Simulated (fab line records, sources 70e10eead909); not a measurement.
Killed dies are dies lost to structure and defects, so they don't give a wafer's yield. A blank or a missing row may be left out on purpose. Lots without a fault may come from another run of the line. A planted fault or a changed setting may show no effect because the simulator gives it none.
fab line records | flow nand_harc
record lots=11 wafers=33 last_day=25
route steps=1159 shown A_CONTACT@865 END@1159
lots that met no fault: from a run of the same line without faults
start_h: hours from the record's first day to the start of the lot's first wafer shown | wait_h: hours since the lot's step before | " the same as in the row above | L1.1+2: a row that stands for several wafers | - no value, or no start given | * or withheld: withheld | < > ~ a bound
route shown NAME@n: a module of which the file shows steps, and the number in the route of the first | usual: mean/standard deviation of fault-free wafers | same: alike in all rows | chamber/n: place in a boat | sites: the reading at each site | _std_site: their standard deviation | _edge_site: outer sites' mean less inner sites' | radius_mm: how far each site lies from the wafer's centre | mask NAME#n: copy n | behind: the tool/chamber that last shaped the wafer | hold: why the lot was held/for how many hours/how that ended | device: the transistor (n, p or np) that didn't switch | end of line: the same wafers' tests at the end of the route | a step without rows: its recipe alone | killed: dies lost to structure and defects at the first sort, not the wafer's yield | map: a wafer's dies, x killed, . not, _ none there
set.NAME: the setting as run; set.NAME@STEP: as run at that earlier step | model.NAME: the simulator's own value behind a step, which no gauge read
steps of the route over a sample of lots; a table a step, a row a wafer
services: from which hour (start_h, from the record's first day; less than 0 if before it) a tool's chamber was out of use, for how many hours, and why
## steps
# step NHARC_A_CONTACT_ETCH_114
# recipe source_w=withheld pressure_mtorr=20 bias_v=3000 time_s=94 target_depth_a=9220 ar_flow_sccm=withheld c4f8_flow_sccm=withheld o2_flow_sccm=withheld chemistry=C4F8/O2/Ar
# usual chamber_pressure_mTorr=20.001/0.019 oes_air_line_au=0.999/0.021
# same time_s=94
# columns lot.wafer tool chamber start_h wait_h chamber_pressure_mTorr oes_air_line_au rf_hours_counter_h
L169.2 har_cap_etch-01 1 371.30 0.1 19.986 0.985 57
L169.3 " 1 " " 19.985 0.986 -
L169.6 " 0 " " 19.978 1.013 -
L170.1 har_cap_etch-03 1 381.68 0.1 19.972 1.018 88
L170.4 " 1 " " 19.987 0.979 -
L170.5 " 1 " " 20.009 1.012 -
L171.1 har_cap_etch-03 0 391.80 0.1 20.028 0.970 89
L171.3 " 1 " " 19.989 1.018 -
L171.4 " 0 " " 19.992 1.000 -
L175.1 har_cap_etch-03 1 422.00 0.1 20.043 0.954 94
L175.2 " 0 " " 19.999 1.018 94
L175.6 " 1 " " 19.979 0.973 -
L180.2 har_cap_etch-01 1 436.08 0.1 20.016 1.010 68
L180.4 " 1 " " 20.019 1.011 -
L180.5 " 0 " " 19.999 0.980 -
L182.3 har_cap_etch-02 1 450.21 0.1 20.010 1.013 -
L182.6 " 1 " " 19.992 1.016 -
L182.5 " 0 " " 20.006 1.038 -
L178.2 har_cap_etch-03 0 450.43 0.1 19.965 0.998 101
L178.1 " 1 " " 20.000 0.968 101
L178.3 " 1 " " 19.994 0.944 -
L184.3 har_cap_etch-02 0 460.65 0.1 20.047 1.017 -
L184.4 " 1 " " 19.980 1.003 -
L184.5 " 0 " " 20.014 1.031 -
L190.2 har_cap_etch-03 0 504.33 0.1 20.032 1.004 109
L190.1 " 1 " " 19.996 1.009 109
L190.6 " 0 " " 19.982 1.022 -
L188.1 har_cap_etch-02 1 519.14 0.1 20.014 1.014 30
L188.3 " 0 " " 20.001 0.983 -
L188.5 " 0 " " 20.031 0.991 -
L189.2 har_cap_etch-02 0 523.30 0.1 20.015 0.992 31
L189.4 " 1 " " 19.987 1.001 -
L189.5 " 0 " " 20.018 1.007 -
# step NHARC_A_CONTACT_ETCH_96
# recipe target_depth_a=200 over_etch_frac=0.5 time_s=10 ion_energy_ev=250 c4f6_flow_sccm=25 o2_flow_sccm=20 ar_flow_sccm=500 rf_w=600 bias_w=500 chemistry=C4F6/O2
# usual bias_w=500.2/1.4 c4f6_flow_sccm=25.02/0.074 drypump_motor_current_A=5.9/0.46 oes_product_au=0.971/0.027 rf_vpp_V=546/3.4 showerhead_plenum_p_Torr=3.87/0.16 throttle_valve_pct=26.903/0.0088
# same time_s=10
# columns lot.wafer tool chamber start_h wait_h bias_w c4f6_flow_sccm drypump_motor_current_A oes_product_au rf_hours_counter_h rf_vpp_V showerhead_plenum_p_Torr throttle_valve_pct
L169.3 rie_diel-08 1 - - 498.4 24.90 6.1 0.933 14 544 3.84 26.900
L169.2 " 2 " " 498.9 24.90 4.9 0.951 13 550 4.13 26.900
L169.6 " 3 " " 498.3 25.05 6.2 0.956 - 542 3.75 26.920
L170.4 rie_diel-08 1 - - 502.0 24.86 6.2 0.931 16 545 3.83 26.904
L170.1 " 2 " " 500.3 25.03 4.9 0.945 15 550 4.13 26.896
L170.5 " 0 " " 499.3 25.19 6.3 0.954 - 545 3.80 26.911
L171.1 rie_diel-08 0 - - 500.6 24.94 6.3 0.958 15 544 3.79 26.894
L171.3 " 2 " " 499.7 24.95 4.9 0.951 16 552 4.13 26.894
L171.4 " 3 " " 501.1 25.02 6.2 0.983 12 543 3.75 26.901
L175.1 rie_diel-04 0 423.60 0.1 498.6 25.11 5.7 0.968 46 549 4.00 26.908
L175.2 " 1 " " 499.8 25.00 5.5 0.967 44 545 3.85 26.908
L175.6 " 0 " " 499.3 24.96 5.7 0.965 - 548 4.00 26.898
L180.2 rie_diel-08 2 - - 502.2 25.13 4.9 1.003 23 549 4.13 26.912
L180.4 " 3 " " 501.8 25.02 6.2 1.022 18 543 3.75 26.926
L180.5 " 1 " " 503.5 25.00 6.2 0.986 - 546 3.83 26.899
L182.3 rie_diel-08 0 - - 499.7 25.02 6.3 0.959 24 545 3.79 26.899
L182.5 " 2 " " 501.3 25.01 4.9 0.959 - 552 4.13 26.904
L182.6 " 3 " " 500.8 25.06 6.2 0.950 - 543 3.75 26.894
L178.3 rie_diel-08 1 - - 499.1 25.10 6.2 0.990 29 545 3.83 26.902
L178.1 " 2 " " 501.4 25.03 4.9 1.005 26 552 4.13 26.900
L178.2 " 3 " " 500.4 25.07 6.2 1.009 21 542 3.75 26.887
L184.4 rie_diel-06 2 - - 504.0 24.89 5.7 0.983 16 543 3.68 26.902
L184.3 " 0 " " 499.1 24.91 5.6 0.994 14 553 4.22 26.908
L184.5 " 1 " " 497.8 25.03 6.2 0.990 - 541 3.68 26.908
L190.1 rie_diel-04 2 - - 501.2 25.06 5.6 1.004 9 551 4.15 26.909
L190.2 " 3 " " 500.9 25.07 6.0 1.011 10 549 4.00 26.889
L190.6 " 1 " " 500.2 25.12 5.5 1.010 - 543 3.83 26.907
L188.3 rie_diel-08 0 - - 499.2 25.03 6.3 0.974 6 545 3.78 26.903
L188.1 " 1 " " 499.6 24.96 6.1 0.964 4 545 3.82 26.899
L188.5 " 3 " " 498.5 24.98 6.2 0.959 - 544 3.74 26.890
L189.4 rie_diel-04 0 - - 501.1 25.06 5.7 0.949 17 548 3.98 26.888
L189.2 " 1 " " 499.7 24.97 5.5 0.943 15 543 3.83 26.891
L189.5 " 3 " " 502.4 25.02 6.0 0.954 - 549 4.00 26.893
# step NHARC_A_CONTACT_ETCH_102
# recipe target_depth_a=700 overetch_a=70 time_s=38.5 ion_energy_ev=100 cf4_flow_sccm=80 o2_flow_sccm=20 ar_flow_sccm=0 rf_w=300 bias_w=100 chemistry=CF4/O2
# usual bias_w=100.0/0.33 cf4_flow_sccm=79.98/0.22 drypump_motor_current_A=5.8/0.46 oes_o_777_au=1.000/0.0042 oes_product_au=0.999/0.011 rf_vpp_V=197.4/1.5 showerhead_plenum_p_Torr=1.32/0.059 throttle_valve_pct=13.397/0.0091 time_s=38.5/0
# columns lot.wafer tool chamber start_h wait_h bias_w cf4_flow_sccm drypump_motor_current_A oes_o_777_au oes_product_au rf_hours_counter_h rf_vpp_V showerhead_plenum_p_Torr throttle_valve_pct time_s
L169.2 rie_diel-08 2 373.24 0.1 100.4 80.13 4.9 1.009 1.006 13 198.5 1.41 13.396 38.5
L169.3 " 0 " " 99.8 79.85 6.3 0.988 1.010 11 197.6 1.29 13.373 38.5
L169.6 " 2 " " 100.3 79.99 4.9 1.006 0.994 - 199.6 1.41 13.374 38.5
L170.4 rie_diel-08 2 383.60 0.1 100.1 79.80 4.9 1.000 1.004 15 200.7 1.41 13.396 38.5
L170.1 " 3 " " 99.8 79.79 6.2 1.003 1.010 10 197.4 1.27 13.392 38.5
L170.5 " 1 " " 100.2 79.77 6.0 1.006 0.979 - 197.8 1.30 13.392 38.5
L171.1 rie_diel-04 0 393.71 0.1 100.0 80.40 5.7 1.002 0.997 36 199.8 1.36 13.395 38.5
L171.3 " 2 " " 100.6 80.20 5.6 1.000 1.014 26 199.8 1.42 13.396 38.5
L171.4 " 3 " " 100.4 80.06 6.0 1.002 1.004 37 198.8 1.37 13.408 38.5
L175.1 rie_diel-04 1 424.26 0.1 100.1 80.00 5.5 1.003 1.006 44 196.1 1.31 13.405 38.5
L175.2 " 0 " " 99.8 80.10 5.7 0.999 0.995 46 198.0 1.36 13.390 38.5
L175.6 " 0 " " 100.1 80.18 5.7 1.002 1.016 - 199.0 1.36 13.393 38.5
L180.2 rie_diel-06 1 438.19 0.1 99.9 79.87 6.2 1.012 0.998 3 195.8 1.25 13.403 38.5
L180.4 " 3 " " 99.6 79.93 5.7 0.999 0.990 4 196.9 1.37 13.402 38.5
L180.5 " 2 " " 99.9 79.83 5.7 0.999 0.995 - 195.6 1.25 13.389 38.5
L182.3 rie_diel-08 0 452.42 0.2 - - - - - - - - - -
L182.6 " 0 " " - - - - - - - - - -
L182.5 " 1 " " - - - - - - - - - -
L178.2 rie_diel-08 0 452.73 0.1 - - - - - - - - - -
L178.3 " 2 " " - - - - - - - - - -
L178.1 " 3 " " - - - - - - - - - -
L184.4 rie_diel-08 2 462.69 0.1 - - - - - - - - - -
L184.3 " 1 " " - - - - - - - - - -
L184.5 " 3 " " - - - - - - - - - -
L190.2 rie_diel-08 2 506.26 0.1 99.7 79.87 4.9 0.998 1.004 2 200.3 1.41 13.402 38.5
L190.1 " 3 " " 99.8 80.09 6.2 0.997 1.010 2 197.1 1.27 13.404 38.5
L190.6 " 2 " " 99.5 80.32 4.9 1.009 0.995 - 200.7 1.41 13.393 38.5
L188.1 rie_diel-08 0 521.13 0.1 99.9 79.97 6.3 0.996 1.006 6 197.3 1.28 13.390 38.5
L188.3 " 1 " " 100.2 79.62 6.1 0.999 0.995 4 197.3 1.30 13.399 38.5
L188.5 " 3 " " 100.2 80.06 6.2 1.003 1.008 - 196.9 1.27 13.404 38.5
L189.4 rie_diel-04 2 525.22 0.1 100.7 79.94 5.6 1.000 0.991 16 199.7 1.42 13.382 38.5
L189.2 " 3 " " 99.9 80.33 5.9 1.006 1.005 18 198.0 1.36 13.399 38.5
L189.5 " 0 " " 100.0 80.33 5.7 1.002 0.981 - 199.3 1.35 13.396 38.5
# step NHARC_A_CONTACT_STRIP_55
# recipe o2_flow_sccm=500 ar_flow_sccm=0 bias_w=0 chemistry=O2
# usual drypump_motor_current_A=5.8/0.48 oes_product_au=0.999/0.011 rf_vpp_V=57.9/0.91 showerhead_plenum_p_Torr=3.50/0.15 throttle_valve_pct=17.037/0.009
# columns lot.wafer tool chamber start_h wait_h drypump_motor_current_A oes_product_au rf_hours_counter_h rf_vpp_V showerhead_plenum_p_Torr throttle_valve_pct
L169.3 rie_diel-08 1 - - 6.1 0.987 14 58.8 3.45 17.049
L169.2 " 2 " " 4.9 1.004 13 58.2 3.72 17.036
L169.6 " 2 " " 4.9 1.001 - 58.5 3.72 17.019
L170.4 rie_diel-08 0 - - 6.3 1.012 13 58.9 3.41 17.026
L170.1 " 2 " " 4.9 1.004 15 57.8 3.72 17.049
L170.5 " 0 " " 6.3 1.013 - 57.2 3.41 17.026
L171.3 rie_diel-04 3 - - 6.0 0.990 37 57.9 3.62 17.035
L171.4 " 0 " " 5.7 1.011 36 57.0 3.60 17.046
L171.1 " 1 " " 5.5 0.993 33 58.1 3.47 17.034
L175.2 rie_diel-04 1 - - 5.5 1.014 44 57.5 3.46 17.033
L175.1 " 0 " " 5.7 1.005 46 58.0 3.60 17.035
L175.6 " 1 " " 5.5 1.007 - 57.1 3.46 17.025
L180.4 rie_diel-06 2 - - 5.7 0.989 4 57.1 3.31 17.051
L180.2 " 3 " " 5.8 1.000 4 58.6 3.61 17.029
L180.5 " 0 " " 5.6 1.005 - 58.9 3.81 17.039
L182.3 rie_diel-08 2 452.52 0.1 4.9 0.988 26 58.2 3.72 17.039
L182.5 " 1 " " 6.2 0.984 - 57.6 3.44 17.038
L182.6 " 2 " " 4.9 0.989 - 58.5 3.72 17.047
L178.2 rie_diel-08 2 452.80 0.1 4.9 0.999 26 57.7 3.72 17.019
L178.1 " 0 " " 6.3 1.010 24 57.0 3.40 17.021
L178.3 " 1 " " 6.2 0.982 29 58.1 3.44 17.040
L184.3 rie_diel-08 1 462.76 0.1 6.1 0.979 31 56.6 3.44 17.045
L184.4 " 3 " " 6.2 1.012 23 57.4 3.36 17.034
L184.5 " 2 " " 4.9 0.993 - 58.8 3.71 17.025
L190.2 rie_diel-08 2 - - 4.9 1.014 2 58.2 3.71 17.035
L190.1 " 0 " " 6.3 1.012 3 57.5 3.40 17.024
L190.6 " 3 " " 6.2 1.007 - 56.8 3.36 17.037
L188.3 rie_diel-08 3 - - 6.2 1.011 6 56.8 3.36 17.044
L188.1 " 0 " " 6.3 1.007 6 56.9 3.40 17.024
L188.5 " 2 " " 4.9 1.014 - 58.8 3.71 17.035
L189.4 rie_diel-04 1 - - 5.5 0.997 15 58.1 3.44 17.050
L189.2 " 2 " " 5.6 0.991 16 56.6 3.73 17.042
L189.5 " 0 " " 5.7 0.988 - 58.8 3.58 17.032
# step NHARC_END_SORT_01
# recipe temp_c=25
# usual killed_at_array=28/11 killed_at_other=0.7/1.1 killed_at_periphery=2.9/2 killed_dies=32/11 killed_open=3.2/1.8 killed_short=2.0/1.4
# same gross_dies=677
# columns lot.wafer tool chamber start_h wait_h killed_at_array killed_at_other killed_at_periphery killed_dies killed_open killed_short
L169.2 prober-01 0 444.14 2.8 7 2 1 10 3 1
L169.3 prober-01 0 444.95 3.1 10 0 2 12 0 0
L169.6 prober-01 0 447.36 4.0 7 1 3 11 1 2
L170.1 prober-02 0 451.07 2.5 32 1 4 37 5 3
L170.4 prober-02 0 453.46 3.4 27 2 2 31 2 0
L170.5 prober-02 0 454.25 3.7 34 1 0 35 5 1
L171.1 prober-01 0 465.86 2.5 20 0 1 21 7 0
L171.3 prober-01 0 467.45 3.1 22 0 3 25 4 6
L171.4 prober-01 0 468.24 3.4 20 0 0 20 2 1
L175.1 prober-02 0 492.46 2.5 23 4 4 31 3 0
L175.2 prober-02 0 493.27 2.8 18 0 3 21 1 1
L175.6 prober-02 0 496.48 4.0 28 3 2 33 5 0
L180.2 prober-01 0 508.88 2.8 31 2 2 35 3 6
L180.4 prober-01 0 510.46 3.4 28 1 5 34 6 5
L180.5 prober-01 0 511.26 3.7 30 1 4 35 4 4
L178.1 prober-02 0 517.75 2.5 29 2 4 35 3 2
L178.2 prober-02 0 518.54 2.8 24 2 3 29 3 1
L178.3 prober-02 0 519.34 3.1 36 4 4 44 3 1
L182.3 prober-01 0 518.67 3.1 35 0 4 39 2 2
L182.5 prober-01 0 520.26 3.7 42 0 2 44 1 3
L182.6 prober-01 0 521.06 4.0 34 0 3 37 4 0
L184.3 prober-01 0 535.62 3.1 24 0 3 27 1 1
L184.4 prober-01 0 536.41 3.4 24 0 3 27 1 4
L184.5 prober-01 0 537.21 3.7 40 1 3 44 5 1
L190.1 prober-02 0 569.85 2.5 14 0 3 17 2 1
L190.2 prober-02 0 570.65 2.8 14 0 7 21 4 3
L190.6 prober-02 0 573.85 4.0 14 1 7 22 2 2
L188.1 prober-02 0 586.78 2.5 18 0 2 20 2 3
L188.3 prober-02 0 588.39 3.1 17 0 3 20 4 3
L188.5 prober-02 0 590.00 3.7 22 0 1 23 3 5
L189.2 prober-02 0 595.71 2.8 35 0 5 40 6 1
L189.4 prober-02 0 597.31 3.4 31 3 6 40 5 1
L189.5 prober-02 0 598.11 3.7 35 1 5 41 4 2
# killed by level:class
L169.2 A_STAIRCASE:chamber_film_flake=3 A_BLC:geometric_particle:open=2 A_CHANNEL_FILL_D1:geometric_particle:open=1 P_GATE:chamber_film_flake=1 STARTING-WAFER:geometric_particle:short=1 A_SLIT:chamber_film_flake=1 HYBRID_BOND:chamber_film_flake=1
L169.3 A_CHANNEL_HOLE_D1:chamber_film_flake=3 A_STAIRCASE:chamber_film_flake=3 A_SLIT:chamber_film_flake=2 A_CONTACT:chamber_film_flake=2 P_ZERO_WELL:chamber_film_flake=1 P_GATE:chamber_film_flake=1
L169.6 A_STAIRCASE:chamber_film_flake=3 A_ZERO_WELL:chamber_film_flake=2 P_M0:geometric_particle:open=1 A_SGD_CUT:geometric_particle:short=1 STARTING-WAFER:geometric_particle:short=1 P_GATE:chamber_film_flake=1 P_CONTACT:chamber_film_flake=1 A_CHANNEL_HOLE_D1:chamber_film_flake=1
L170.1 A_CHANNEL_HOLE_D1:chamber_film_flake=14 A_STAIRCASE:chamber_film_flake=8 A_ZERO_WELL:chamber_film_flake=3 A_CONTACT:chamber_film_flake=3 P_STI:geometric_particle:short=1 P_STI:geometric_particle:open=1 P_GATE:geometric_particle:open=1 P_CONTACT:geometric_particle:open=1
L170.4 A_CHANNEL_HOLE_D1:chamber_film_flake=19 A_STAIRCASE:chamber_film_flake=5 THIN_TSV:chamber_film_flake=2 P_CONTACT:geometric_particle:open=1 A_CONTACT:geometric_particle:open=1 P_BONDPAD:chamber_film_flake=1 A_WL_FILL:chamber_film_flake=1 A_CONTACT:chamber_film_flake=1
L170.5 A_CHANNEL_HOLE_D1:chamber_film_flake=20 A_STAIRCASE:chamber_film_flake=7 A_ONON_D1:geometric_particle:open=2 A_CHANNEL_FILL_D1:geometric_particle:open=1 A_WL_FILL:geometric_particle:open=1 A_WL_FILL:geometric_particle:short=1 A_CONTACT:geometric_particle:open=1 A_ZERO_WELL:chamber_film_flake=1
L171.1 A_SLIT:chamber_film_flake=8 A_CONTACT:chamber_film_flake=4 A_WL_FILL:geometric_particle:open=2 P_CONTACT:geometric_particle:open=1 A_SOURCE_PLATE:geometric_particle:open=1 A_ONON_D1:geometric_particle:open=1 A_CONTACT:geometric_particle:open=1 A_M0:geometric_particle:open=1
L171.3 A_SLIT:chamber_film_flake=6 A_CONTACT:chamber_film_flake=4 P_GATE:chamber_film_flake=3 A_CHANNEL_FILL_D1:geometric_particle:short=2 A_SGD_CUT:geometric_particle:short=2 A_CONTACT:geometric_particle:open=2 A_CHANNEL_HOLE_D1:chamber_film_flake=2 A_ONON_D1:geometric_particle:open=1
L171.4 A_SLIT:chamber_film_flake=7 A_CHANNEL_HOLE_D1:chamber_film_flake=3 A_CONTACT:chamber_film_flake=3 A_STAIRCASE:chamber_film_flake=2 A_WL_FILL:geometric_particle:open=1 A_WL_FILL:geometric_particle:short=1 A_CONTACT:geometric_particle:open=1 A_ZERO_WELL:chamber_film_flake=1
L175.1 A_CHANNEL_HOLE_D1:chamber_film_flake=17 A_STAIRCASE:chamber_film_flake=5 THIN_TSV:chamber_film_flake=4 P_CONTACT:geometric_particle:open=2 P_STI:geometric_particle:open=1 P_ZERO_WELL:chamber_film_flake=1 A_WL_FILL:chamber_film_flake=1
L175.2 A_CHANNEL_HOLE_D1:chamber_film_flake=15 P_GATE:chamber_film_flake=2 P_GATE:geometric_particle:short=1 A_CHANNEL_FILL_D1:geometric_particle:open=1 A_STAIRCASE:chamber_film_flake=1 A_WL_FILL:chamber_film_flake=1
L175.6 A_CHANNEL_HOLE_D1:chamber_film_flake=18 A_STAIRCASE:chamber_film_flake=3 THIN_TSV:chamber_film_flake=3 A_CONTACT:chamber_film_flake=2 P_CONTACT:geometric_particle:open=1 P_M0:geometric_particle:open=1 A_CHANNEL_FILL_D1:geometric_particle:open=1 A_CONTACT:geometric_particle:open=1
L180.2 A_SLIT:chamber_film_flake=12 A_CHANNEL_HOLE_D1:chamber_film_flake=6 A_CONTACT:chamber_film_flake=3 A_CHANNEL_FILL_D1:geometric_particle:short=2 A_STAIRCASE:chamber_film_flake=2 P_CONTACT:geometric_particle:open=1 P_M0:geometric_particle:short=1 A_ONON_D1:geometric_particle:short=1
L180.4 A_SLIT:chamber_film_flake=15 P_M0:geometric_particle:short=2 A_CHANNEL_FILL_D1:geometric_particle:short=2 A_CHANNEL_HOLE_D1:chamber_film_flake=2 A_STAIRCASE:chamber_film_flake=2 A_CONTACT:chamber_film_flake=2 P_GATE:geometric_particle:open=1 P_CONTACT:geometric_particle:open=1
L180.5 A_SLIT:chamber_film_flake=11 A_CONTACT:chamber_film_flake=4 A_CHANNEL_HOLE_D1:chamber_film_flake=3 A_STAIRCASE:chamber_film_flake=3 A_M1:chamber_film_flake=3 P_CONTACT:geometric_particle:open=2 A_CHANNEL_FILL_D1:geometric_particle:short=2 A_CONTACT:geometric_particle:short=2
L178.1 A_SLIT:chamber_film_flake=12 A_CONTACT:chamber_film_flake=6 A_CHANNEL_HOLE_D1:chamber_film_flake=5 A_ZERO_WELL:chamber_film_flake=3 P_M0:geometric_particle:short=1 A_SOURCE_PLATE:geometric_particle:short=1 A_CONTACT:geometric_particle:open=1 A_M0:geometric_particle:open=1
L178.2 A_SLIT:chamber_film_flake=8 A_CHANNEL_HOLE_D1:chamber_film_flake=6 A_M0:geometric_particle:open=2 A_CONTACT:chamber_film_flake=2 THIN_TSV:chamber_film_flake=2 A_WL_FILL:geometric_particle:short=1 A_CONTACT:geometric_particle:open=1 P_GATE:chamber_film_flake=1
L182.3 A_CHANNEL_HOLE_D1:chamber_film_flake=15 A_SLIT:chamber_film_flake=11 A_CONTACT:chamber_film_flake=5 P_ZERO_WELL:chamber_film_flake=3 P_CONTACT:geometric_particle:open=1 A_ONON_D1:geometric_particle:short=1 A_M0:geometric_particle:open=1 A_M0:geometric_particle:short=1
L178.3 A_SLIT:chamber_film_flake=17 A_CHANNEL_HOLE_D1:chamber_film_flake=10 A_CONTACT:chamber_film_flake=4 THIN_TSV:chamber_film_flake=4 P_GATE:chamber_film_flake=2 P_CONTACT:geometric_particle:open=1 A_WL_FILL:geometric_particle:open=1 A_WL_FILL:geometric_particle:short=1
L182.5 A_CHANNEL_HOLE_D1:chamber_film_flake=22 A_SLIT:chamber_film_flake=13 A_STAIRCASE:chamber_film_flake=2 A_CONTACT:chamber_film_flake=2 P_GATE:geometric_particle:short=1 P_CONTACT:geometric_particle:short=1 A_ONON_D1:geometric_particle:open=1 A_WL_FILL:geometric_particle:short=1
L182.6 A_CHANNEL_HOLE_D1:chamber_film_flake=17 A_SLIT:chamber_film_flake=9 A_CONTACT:chamber_film_flake=5 P_CONTACT:geometric_particle:open=1 P_M0:geometric_particle:open=1 A_CONTACT:geometric_particle:open=1 A_M0:geometric_particle:open=1 P_GATE:chamber_film_flake=1
L184.3 A_CHANNEL_HOLE_D1:chamber_film_flake=14 A_SGD_CUT:chamber_film_flake=4 A_STAIRCASE:chamber_film_flake=2 A_STAIRCASE:geometric_particle:short=1 A_M0:geometric_particle:open=1 P_ZERO_WELL:chamber_film_flake=1 P_STI:chamber_film_flake=1 P_BONDPAD:chamber_film_flake=1
L184.4 A_CHANNEL_HOLE_D1:chamber_film_flake=14 A_SGD_CUT:chamber_film_flake=3 A_ONON_D1:geometric_particle:short=2 P_STI:chamber_film_flake=2 A_STAIRCASE:chamber_film_flake=2 P_GATE:geometric_particle:open=1 A_CHANNEL_FILL_D1:geometric_particle:short=1 A_WL_FILL:geometric_particle:short=1
L184.5 A_CHANNEL_HOLE_D1:chamber_film_flake=23 A_STAIRCASE:chamber_film_flake=6 A_WL_FILL:chamber_film_flake=3 P_GATE:geometric_particle:open=1 P_CONTACT:geometric_particle:open=1 A_CHANNEL_HOLE_D1:geometric_particle:open=1 A_STAIRCASE:geometric_particle:short=1 A_WL_FILL:geometric_particle:open=1
L190.1 A_CONTACT:chamber_film_flake=6 A_CHANNEL_HOLE_D1:chamber_film_flake=3 A_WL_FILL:chamber_film_flake=3 P_M0:geometric_particle:open=1 A_CHANNEL_FILL_D1:geometric_particle:short=1 A_CONTACT:geometric_particle:open=1 P_GATE:chamber_film_flake=1 P_M0:chamber_film_flake=1
L190.2 A_WL_FILL:chamber_film_flake=5 P_ZERO_WELL:chamber_film_flake=3 A_CHANNEL_HOLE_D1:chamber_film_flake=3 A_CONTACT:chamber_film_flake=2 P_M0:geometric_particle:open=1 P_M0:geometric_particle:short=1 P_M2:geometric_particle:open=1 A_ONON_D1:geometric_particle:open=1
L190.6 A_CHANNEL_HOLE_D1:chamber_film_flake=7 P_GATE:chamber_film_flake=3 P_ZERO_WELL:chamber_film_flake=2 A_WL_FILL:chamber_film_flake=2 A_CHANNEL_FILL_D1:geometric_particle:short=1 A_CONTACT:geometric_particle:short=1 A_BLC:geometric_particle:open=1 STARTING-WAFER:geometric_particle:open=1
L188.1 A_CHANNEL_HOLE_D1:chamber_film_flake=7 A_CONTACT:chamber_film_flake=6 P_M1:geometric_particle:open=1 A_CHANNEL_FILL_D1:geometric_particle:short=1 A_WL_FILL:geometric_particle:short=1 A_WL_FILL:geometric_particle:open=1 A_M0:geometric_particle:short=1 P_GATE:chamber_film_flake=1
L188.3 A_CHANNEL_HOLE_D1:chamber_film_flake=3 A_CONTACT:chamber_film_flake=3 A_WL_FILL:geometric_particle:short=2 P_M0:geometric_particle:open=1 A_SOURCE_PLATE:geometric_particle:open=1 A_SGD_CUT:geometric_particle:open=1 A_SGD_CUT:geometric_particle:short=1 A_M0:geometric_particle:open=1
L188.5 A_CHANNEL_HOLE_D1:chamber_film_flake=7 A_CHANNEL_FILL_D1:chamber_film_flake=4 A_CONTACT:chamber_film_flake=4 A_ONON_D1:geometric_particle:short=2 P_M1:geometric_particle:open=1 A_CHANNEL_HOLE_D1:geometric_particle:short=1 A_WL_FILL:geometric_particle:short=1 A_CONTACT:geometric_particle:open=1
L189.2 A_SLIT:chamber_film_flake=15 P_M2:chamber_film_flake=3 A_CHANNEL_HOLE_D1:chamber_film_flake=3 A_CONTACT:chamber_film_flake=3 A_M0:chamber_film_flake=3 A_SGD_CUT:geometric_particle:open=2 A_CONTACT:geometric_particle:open=2 A_CHANNEL_HOLE_D1:unspecified=2
L189.4 A_SLIT:chamber_film_flake=16 A_CONTACT:chamber_film_flake=3 A_CHANNEL_HOLE_D1:chamber_film_flake=3 THIN_TSV:chamber_film_flake=3 P_CONTACT:geometric_particle:open=2 P_M2:chamber_film_flake=2 A_CHANNEL_FILL_D1:chamber_film_flake=2 A_STAIRCASE:chamber_film_flake=2
L189.5 A_SLIT:chamber_film_flake=20 P_M2:chamber_film_flake=3 A_STAIRCASE:chamber_film_flake=3 A_ONON_D1:geometric_particle:open=2 A_CONTACT:geometric_particle:open=2 A_CHANNEL_HOLE_D1:unspecified=2 A_CHANNEL_HOLE_D1:chamber_film_flake=2 A_CHANNEL_FILL_D1:chamber_film_flake=2
## services
# columns tool chamber start_h hours kind
rie_diel-08 0 359.86 - clean
rie_diel-08 1 359.86 - clean
rie_diel-08 2 359.86 - clean
rie_diel-08 3 359.86 - clean
rie_diel-08 0 384.36 - clean
rie_diel-08 1 384.36 - clean
rie_diel-08 2 384.36 - clean
rie_diel-08 3 384.36 - clean
rie_diel-08 2 384.74 5.2 repair
har_cap_etch-02 - 407.79 0.4 repair
rie_diel-08 0 408.96 - clean
rie_diel-08 1 408.96 - clean
rie_diel-08 2 408.96 - clean
rie_diel-08 3 408.96 - clean
rie_diel-04 3 419.08 20.6 repair
rie_diel-06 - 419.80 9.0 pm
rie_diel-08 0 433.46 - clean
rie_diel-08 1 433.46 - clean
rie_diel-04 - 466.31 9.0 pm
rie_diel-06 1 467.15 1.4 repair
rie_diel-08 - 478.86 9.0 pm
rie_diel-06 1 498.91 4.0 repair
rie_diel-08 - 504.61 0.9 repair
rie_diel-08 1 510.47 3.5 repair
## key
first_sign step=NHARC_A_CONTACT_ETCH_102 reading=tool_record direction=missing
effect none on later readings
met_at NHARC_A_CONTACT_ETCH_102
struck_lots L178,L182,L184
tester_left_out L178,L182,L184
not_acting_at NHARC_A_CONTACT_ETCH_114,NHARC_A_CONTACT_ETCH_96,NHARC_A_CONTACT_STRIP_55
onset_between 383.60 452.42
fault kind=skipped_step_whole tool=rie_diel-08 chamber=- onset_h=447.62 steps=NHARC_A_CONTACT_ETCH_102 scope=struck_lots_only
# tester_left_out: of these lots the tester's yield and bins aren't shown, on N5 and GAA mostly nor the transistor test; their killed dies are dies lost to structure and defects alone, not to doping, threshold or leakage, so they don't give the yield
